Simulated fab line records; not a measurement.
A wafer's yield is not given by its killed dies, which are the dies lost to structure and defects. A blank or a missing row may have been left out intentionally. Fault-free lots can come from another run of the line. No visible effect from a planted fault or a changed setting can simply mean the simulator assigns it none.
Struck lot and sound lot, side by side | flow nand_harc | 15 steps out of a route of 1302
Sound: wafers L790.1, L790.2, L790.3. Struck: wafers L806.3, L806.5, L806.6. The cause is named last.
At each step with rows: each side's tool, then ch and its chambers, then its first start. Under that, the readings that differ: sound wafers | struck wafers | difference of the means | sigmas: that difference in standard deviations of wafers without a fault.
alike: same words and numbers on both sides, and readings whose means sit less than 2 such deviations apart. not compared: any withheld reading, any reading some wafer has no value for, any bound like >300 that may hide the same value, and any number with overlapping values for which the record gives no deviation.
The two part at a step that has a row with sigmas, a row that says differs or no value, or rows on one side only. Non-overlapping numbers with no deviation appear without sigmas and do not part them. A reading missing from all wafers of one side parts the sides only when that side holds two or more wafers.

first, 8 steps without rows for these wafers: NHARC_A_CONTACT_COAT_61 (time 75 s); NHARC_A_CONTACT_COAT_62 (time 65 s); NHARC_A_CONTACT_COAT_63 (resist thk 90 nm); NHARC_A_CONTACT_SOFTBAKE_64 (time 55 s); NHARC_A_CONTACT_EBR_65; NHARC_A_CONTACT_EXPOSE_66 (exposes mask A CC 2); NHARC_A_CONTACT_PEB_67 (peb time 65 s); NHARC_A_CONTACT_DEVELOP_68 (develop time 35 s).
NHARC_A_CONTACT_CD_MEAS_69: the cd target is 300 nm.
  sound on cd_sem-01 ch 0, day 22 19:11; struck on cd_sem-01 ch 0, day 28 19:01
  alike: cd_nm
NHARC_A_CONTACT_OVL_MEAS_70:
  sound: overlay-02 at day 22 19:17; struck: overlay-01 at day 28 19:05
  alike: overlay_x_nm, overlay_y_nm
NHARC_A_CONTACT_INSPECT_71:
  sound: defect_inspect-02 at day 22 19:19; struck: defect_inspect-02 at day 28 19:08
  alike: raw_defect_count
NHARC_A_CONTACT_DESCUM_74: chemistry O2, time 3 s.
  sound on rie_diel-11 ch 0,2,3, day 22 19:23; struck on rie_diel-11 ch 0,1,3, day 28 19:13
  alike: drypump_motor_current_A, oes_product_au, rf_vpp_V, showerhead_plenum_p_Torr, throttle_valve_pct
  not compared: rf_hours_counter_h
NHARC_A_CONTACT_ETCH_75: etches the open film in CF4, target depth 39 nm, time 65 s.
  sound on rie_diel-11 ch 0,2,3, day 22 19:29; struck on rie_diel-11 ch 2,3, day 28 19:17
  reading               | sound             | struck            | difference | sigmas
  oes_product_au (a.u.) | 1.006 1.001 1.002 | 0.852 0.825 0.839 | -0.164     | -15
  alike: drypump_motor_current_A, rf_vpp_V, showerhead_plenum_p_Torr, throttle_valve_pct
  not compared: rf_hours_counter_h
NHARC_A_CONTACT_ETCH_76: etches the open film in N2/H2, target depth 260 nm, time 475.3 s.
  sound on rie_diel-11 ch 0,2,3; struck on rie_diel-11 ch 0,2,3
  alike: drypump_motor_current_A, oes_product_au, rf_vpp_V, showerhead_plenum_p_Torr, throttle_valve_pct
  not compared: rf_hours_counter_h
-- jump in the record: it breaks off in module A_CONTACT and resumes in module END (first step shown: number 1302 of the route), and 3 days separate the struck wafers' starts before and after --
NHARC_END_SORT_01:
  sound on prober-01 ch 0, day 25 04:15; struck on prober-01 ch 0, day 31 08:11
  reading         | sound    | struck                                                                     | difference                   | sigmas
  hold            | - - -    | await_dispo/5.0h/release await_dispo/5.0h/release await_dispo/5.0h/release | no value on the sound wafers |
  killed_at_array | 51 48 34 | 119 143 113                                                                | +81                          | +4
  killed_dies     | 54 54 38 | 119 145 116                                                                | +78                          | +4
  alike: killed_at_other, killed_at_periphery, killed_open, killed_short

== WHERE THEY PART ==
At NHARC_A_CONTACT_ETCH_75 first; at NHARC_END_SORT_01 last (within this record only).

WHY: the cause the simulator had injected
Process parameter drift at NHARC_A_CONTACT_ETCH_75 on rie_diel-11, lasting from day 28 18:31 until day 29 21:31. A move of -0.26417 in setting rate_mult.
